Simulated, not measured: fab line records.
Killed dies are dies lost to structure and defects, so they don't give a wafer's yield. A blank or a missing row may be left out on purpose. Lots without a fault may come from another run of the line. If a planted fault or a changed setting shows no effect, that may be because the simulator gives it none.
Split-lot experiment || flow n5Finfet || 7 lots, 21 wafers read, on a route of 1938 steps

## ON THE SPLIT
At N5_BEOL_M9_COAT_22 (resist thk 30 nm), the setting spinRpm was moved away from the recipe's 1500 rpm on 12 of the 21 wafers read, by -3.5% to +5.3%. The other wafers ran this setting at the recipe's value.

## FROM THE SPLIT TO THE READING: what the file shows between them, 7 steps
- N5_BEOL_M9_EBR_24
- N5_BEOL_M9_SOFTBAKE_23: time 60 s
- N5_BEOL_M9_EXPOSE_25: exposes mask V8
- N5_BEOL_M9_PEB_26: peb time 60 s
- N5_BEOL_M9_DEVELOP_27: develop time 30 s
- N5_BEOL_M9_DESCUM_33: chemistry O2, time 7 s
- N5_BEOL_M9_ETCH_76: etches underlayer in N2/H2, target depth 6.5 nm, time 5.2 s

## THE READING
CAR-EUV_of_BEOL_M9_COAT_22.thkNm (the simulator's own value, which no gauge read), in nm, at N5_BEOL_M9_ETCH_65 (etches SiARC in CF4, target depth 15.6 nm, time 26 s). The file does not state a usual value for it. Average 11.2 nm, standard deviation 0.16 nm, over the 9 wafers here run with the recipe.

{"wafer": "L075.1", "tool, chamber at the split": "lithoTrack-04, 0", "spinRpm as run, rpm": 1500, "against the recipe": "recipe", "CAR-EUV_of_BEOL_M9_COAT_22.thkNm, nm": 11, "against lot-mates on the recipe": "-"}
{"wafer": "L075.5", "tool, chamber at the split": "lithoTrack-04, 0", "spinRpm as run, rpm": 1569, "against the recipe": "+4.6%", "CAR-EUV_of_BEOL_M9_COAT_22.thkNm, nm": 10.4, "against lot-mates on the recipe": -0.6}
{"wafer": "L075.6", "tool, chamber at the split": "lithoTrack-04, 0", "spinRpm as run, rpm": 1569, "against the recipe": "+4.6%", "CAR-EUV_of_BEOL_M9_COAT_22.thkNm, nm": 10.4, "against lot-mates on the recipe": -0.6}
{"wafer": "L083.2", "tool, chamber at the split": "lithoTrack-04, 0", "spinRpm as run, rpm": 1580, "against the recipe": "+5.3%", "CAR-EUV_of_BEOL_M9_COAT_22.thkNm, nm": 10.2, "against lot-mates on the recipe": "no lot-mate on the recipe"}
{"wafer": "L083.6", "tool, chamber at the split": "lithoTrack-04, 0", "spinRpm as run, rpm": 1580, "against the recipe": "+5.3%", "CAR-EUV_of_BEOL_M9_COAT_22.thkNm, nm": 10.2, "against lot-mates on the recipe": "no lot-mate on the recipe"}
{"wafer": "L083.5", "tool, chamber at the split": "lithoTrack-04, 0", "spinRpm as run, rpm": 1580, "against the recipe": "+5.3%", "CAR-EUV_of_BEOL_M9_COAT_22.thkNm, nm": 10.4, "against lot-mates on the recipe": "no lot-mate on the recipe"}
{"wafer": "L086.2", "tool, chamber at the split": "lithoTrack-04, 0", "spinRpm as run, rpm": 1448, "against the recipe": "-3.5%", "CAR-EUV_of_BEOL_M9_COAT_22.thkNm, nm": 11.8, "against lot-mates on the recipe": "+0.8"}
{"wafer": "L086.3", "tool, chamber at the split": "lithoTrack-04, 0", "spinRpm as run, rpm": 1448, "against the recipe": "-3.5%", "CAR-EUV_of_BEOL_M9_COAT_22.thkNm, nm": 11.8, "against lot-mates on the recipe": "+0.8"}
{"wafer": "L086.4", "tool, chamber at the split": "lithoTrack-04, 0", "spinRpm as run, rpm": 1500, "against the recipe": "recipe", "CAR-EUV_of_BEOL_M9_COAT_22.thkNm, nm": 11, "against lot-mates on the recipe": "-"}
{"wafer": "L087.1", "tool, chamber at the split": "lithoTrack-01, 0", "spinRpm as run, rpm": 1545, "against the recipe": "+3.0%", "CAR-EUV_of_BEOL_M9_COAT_22.thkNm, nm": 10.8, "against lot-mates on the recipe": "no lot-mate on the recipe"}
{"wafer": "L087.4", "tool, chamber at the split": "lithoTrack-01, 0", "spinRpm as run, rpm": 1545, "against the recipe": "+3.0%", "CAR-EUV_of_BEOL_M9_COAT_22.thkNm, nm": 10.8, "against lot-mates on the recipe": "no lot-mate on the recipe"}
{"wafer": "L087.6", "tool, chamber at the split": "lithoTrack-01, 0", "spinRpm as run, rpm": 1545, "against the recipe": "+3.0%", "CAR-EUV_of_BEOL_M9_COAT_22.thkNm, nm": 10.8, "against lot-mates on the recipe": "no lot-mate on the recipe"}
{"wafer": "L090.1", "tool, chamber at the split": "lithoTrack-03, 0", "spinRpm as run, rpm": 1500, "against the recipe": "recipe", "CAR-EUV_of_BEOL_M9_COAT_22.thkNm, nm": 11.2, "against lot-mates on the recipe": "-"}
{"wafer": "L090.5", "tool, chamber at the split": "lithoTrack-03, 0", "spinRpm as run, rpm": 1500, "against the recipe": "recipe", "CAR-EUV_of_BEOL_M9_COAT_22.thkNm, nm": 11.2, "against lot-mates on the recipe": "-"}
{"wafer": "L090.4", "tool, chamber at the split": "lithoTrack-03, 0", "spinRpm as run, rpm": 1500, "against the recipe": "recipe", "CAR-EUV_of_BEOL_M9_COAT_22.thkNm, nm": 11, "against lot-mates on the recipe": "-"}
{"wafer": "L091.2", "tool, chamber at the split": "lithoTrack-04, 0", "spinRpm as run, rpm": 1500, "against the recipe": "recipe", "CAR-EUV_of_BEOL_M9_COAT_22.thkNm, nm": 11.4, "against lot-mates on the recipe": "-"}
{"wafer": "L091.4", "tool, chamber at the split": "lithoTrack-04, 0", "spinRpm as run, rpm": 1500, "against the recipe": "recipe", "CAR-EUV_of_BEOL_M9_COAT_22.thkNm, nm": 11.4, "against lot-mates on the recipe": "-"}
{"wafer": "L091.6", "tool, chamber at the split": "lithoTrack-04, 0", "spinRpm as run, rpm": 1500, "against the recipe": "recipe", "CAR-EUV_of_BEOL_M9_COAT_22.thkNm, nm": 11.4, "against lot-mates on the recipe": "-"}
{"wafer": "L095.1", "tool, chamber at the split": "lithoTrack-04, 0", "spinRpm as run, rpm": 1551, "against the recipe": "+3.4%", "CAR-EUV_of_BEOL_M9_COAT_22.thkNm, nm": 10.6, "against lot-mates on the recipe": -0.6}
{"wafer": "L095.2", "tool, chamber at the split": "lithoTrack-04, 0", "spinRpm as run, rpm": 1551, "against the recipe": "+3.4%", "CAR-EUV_of_BEOL_M9_COAT_22.thkNm, nm": 10.6, "against lot-mates on the recipe": -0.6}
{"wafer": "L095.3", "tool, chamber at the split": "lithoTrack-04, 0", "spinRpm as run, rpm": 1500, "against the recipe": "recipe", "CAR-EUV_of_BEOL_M9_COAT_22.thkNm, nm": 11.2, "against lot-mates on the recipe": "-"}

THE FIT
A straight line over all 21 wafers: CAR-EUV_of_BEOL_M9_COAT_22.thkNm changes by -0.171 nm for each +1% of spinRpm; r = -0.97; the points scatter about the line by 0.13 nm.
The same after taking each lot's own level away (the mean of its wafers on the recipe; 15 wafers): -0.175 nm for each +1%; r = -0.97; scatter 0.11 nm.
The reading moves by 0.93 nm for the largest change in spinRpm, on that fit.
The lots' own levels span 11.00 to 11.40 nm, that is 2.4 times the standard deviation above.
The two slopes are in agreement: the lot-to-lot level therefore moves the slope only a little.
Check: -0.803 nm against its lot-mates is what the line predicts for one of the wafers moved furthest among these (+4.6%) when that wafer is left out of the fit. Against them it came out at -0.6 nm.

## OTHER SPLITS ON THESE WAFERS
Other splits were also applied to these wafers ahead of the reading. Each is held against what the fit with the lots' levels taken away leaves over:
{"other split on the same wafers": "N5_BEOL_M8_PECVD_70 timeS", "wafers away from the commonest value": 7, "r with CAR-EUV_of_BEOL_M9_COAT_22.thkNm (lot level and that fit taken away)": "+0.00"}
{"other split on the same wafers": "N5_BEOL_M9_ILD_DEP_00 timeS", "wafers away from the commonest value": 8, "r with CAR-EUV_of_BEOL_M9_COAT_22.thkNm (lot level and that fit taken away)": "+0.20"}
{"other split on the same wafers": "N5_BEOL_M9_COAT_05 spinRpm", "wafers away from the commonest value": 5, "r with CAR-EUV_of_BEOL_M9_COAT_22.thkNm (lot level and that fit taken away)": "+0.13"}

## THE WHOLE CHAIN: every reading that the file lists as answering this split, in the file's order
{"step": "N5_BEOL_M9_COAT_22", "what it does": "resist thk 30 nm", "reading": "CAR-EUV_of_BEOL_M9_COAT_22.thkNm (the simulator's own value, which no gauge read)", "change (the file's fit)": "-0.146 nm for each +1% of the setting", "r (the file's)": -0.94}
{"step": "N5_BEOL_M9_DEVELOP_27", "what it does": "develop time 30 s", "reading": "CAR-EUV_of_BEOL_M9_COAT_22.thkNm (the simulator's own value, which no gauge read)", "change (the file's fit)": "-0.141 nm for each +1% of the setting", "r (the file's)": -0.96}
{"step": "N5_BEOL_M9_ETCH_76", "what it does": "etches underlayer in N2/H2, target depth 6.5 nm, time 5.2 s", "reading": "CAR-EUV_of_BEOL_M9_COAT_22.thkNm (the simulator's own value, which no gauge read)", "change (the file's fit)": "-0.182 nm for each +1% of the setting", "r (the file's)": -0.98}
{"step": "N5_BEOL_M9_ETCH_65", "what it does": "etches SiARC in CF4, target depth 15.6 nm, time 26 s", "reading": "CAR-EUV_of_BEOL_M9_COAT_22.thkNm (the simulator's own value, which no gauge read)", "change (the file's fit)": "-0.169 nm for each +1% of the setting", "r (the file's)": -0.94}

## THE FILE'S OWN FIT
CAR-EUV_of_BEOL_M9_COAT_22.thkNm changes by -0.169 nm for each +1% of spinRpm, r = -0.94.
